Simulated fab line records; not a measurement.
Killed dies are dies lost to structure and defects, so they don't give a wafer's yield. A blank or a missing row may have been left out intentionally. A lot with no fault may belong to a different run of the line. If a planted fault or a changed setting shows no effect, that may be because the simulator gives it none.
Matching of chambers | flow nand harc | NHARC_P_CONTACT_ALD_22 on ald metal-03 has 4 sister chambers
The step deposits TiN, target thk 3 nm, pulse time 1 s, ald cycles 150. 4 wafers are shown with their chamber, then 8 later ones without.

== WAFERS WITH THEIR CHAMBER ==
wafer  | chamber | heater power w (W)
L089.3 | 2       | 1018
L089.5 | 0       | 1152
L089.6 | 3       | 999
L093.1 | 1       | 1158

== WAFERS MISSING THEIR CHAMBER ==
wafer  | heater power w (W)
L093.3 | 1142
L093.4 | 1017
L093.2 | 989
L093.5 | 1141
L093.6 | 1049
L097.1 | 985
L097.4 | 1146
L097.6 | 1127

== EACH ONE'S CHAMBER ==
wafer  | from the rows above     | in truth
L093.3 | can't be placed: 0 or 1 | 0
L093.4 | can't be placed: 2 or 3 | 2
L093.2 | can't be placed: 3 or 2 | 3
L093.5 | can't be placed: 0 or 1 | 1
L093.6 | can't be placed: 2 or 3 | 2
L097.1 | can't be placed: 3 or 2 | 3
L097.4 | can't be placed: 0 or 1 | 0
L097.6 | can't be placed: 0 or 1 | 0
0 of 8 placed correctly. Cannot be placed on the basis of these rows: 8; the candidates contain the true chamber in 8. Number placed wrongly: 0.
How it was worked out, from the rows above alone: a wafer's distance from a chamber is the root of the sum, over the readings, of the square of ((its reading less the chamber's mean) divided by the reading's scatter). If the next closest chamber is less than 2 further off than the closest, the wafer can't be placed; otherwise it belongs to the closest. A chamber's mean is the mean of its shown wafers. The scatter (one wafer shown for each chamber): square how far every hidden wafer sits from the nearest shown wafer, average those squares and take the square root.
